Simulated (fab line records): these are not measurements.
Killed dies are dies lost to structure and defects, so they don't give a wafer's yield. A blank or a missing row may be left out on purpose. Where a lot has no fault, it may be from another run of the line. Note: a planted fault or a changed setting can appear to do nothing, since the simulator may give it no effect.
Chamber matching / flow n5 finfet / rie si-04 running N5_FIN_CUT_CUT_ETCH_28: 4 sister chambers
The step etches Si in HBr/Cl2/O2, target depth 6 nm, time 2.4 s. 8 wafers are shown with their chamber, then 9 later ones without.

== EACH WAFER AND ITS CHAMBER ==
wafer=L082.4; chamber=2; throttle valve pct (%)=37.33; drypump motor current A (A)=5.4
wafer=L082.5; chamber=1; throttle valve pct (%)=37.29; drypump motor current A (A)=4.8
wafer=L086.1; chamber=3; throttle valve pct (%)=37.25; drypump motor current A (A)=5.7
wafer=L086.2; chamber=1; throttle valve pct (%)=37.31; drypump motor current A (A)=4.9
wafer=L086.3; chamber=0; throttle valve pct (%)=37.52; drypump motor current A (A)=5.7
wafer=L089.1; chamber=0; throttle valve pct (%)=37.49; drypump motor current A (A)=5.8
wafer=L089.2; chamber=2; throttle valve pct (%)=37.32; drypump motor current A (A)=5.4
wafer=L089.5; chamber=3; throttle valve pct (%)=37.25; drypump motor current A (A)=5.7

== WAFERS WHOSE CHAMBER IS MISSING ==
wafer=L092.2; throttle valve pct (%)=37.51; drypump motor current A (A)=5.7
wafer=L092.3; throttle valve pct (%)=37.33; drypump motor current A (A)=5.4
wafer=L092.5; throttle valve pct (%)=37.51; drypump motor current A (A)=5.7
wafer=L095.3; throttle valve pct (%)=37.28; drypump motor current A (A)=4.9
wafer=L095.4; throttle valve pct (%)=37.51; drypump motor current A (A)=5.7
wafer=L095.5; throttle valve pct (%)=37.26; drypump motor current A (A)=5.7
wafer=L097.1; throttle valve pct (%)=37.32; drypump motor current A (A)=5.4
wafer=L097.2; throttle valve pct (%)=37.54; drypump motor current A (A)=5.8
wafer=L097.3; throttle valve pct (%)=37.28; drypump motor current A (A)=4.9

== WHICH CHAMBER EACH ONE RAN IN ==
wafer=L092.2; from the rows above=0; in truth=0
wafer=L092.3; from the rows above=2; in truth=2
wafer=L092.5; from the rows above=0; in truth=0
wafer=L095.3; from the rows above=1; in truth=1
wafer=L095.4; from the rows above=0; in truth=0
wafer=L095.5; from the rows above=3; in truth=3
wafer=L097.1; from the rows above=2; in truth=2
wafer=L097.2; from the rows above=0; in truth=0
wafer=L097.3; from the rows above=1; in truth=1
Correctly placed: 9 of 9. Can't be placed from these rows: 0. Wrongly placed: 0.
How it was worked out, from the rows above alone: a wafer's distance from a chamber is the root of the sum, over the readings, of the square of ((its reading less the chamber's mean) divided by the reading's scatter). The wafer belongs to the nearest chamber; if the next one is less than 2 further off, it can't be placed. The mean given for a chamber averages the wafers shown for that chamber. How the scatter is found: for the shown wafers, subtract from each reading the mean of its chamber, square and add these, divide the total by (wafers less chambers), then take the root.
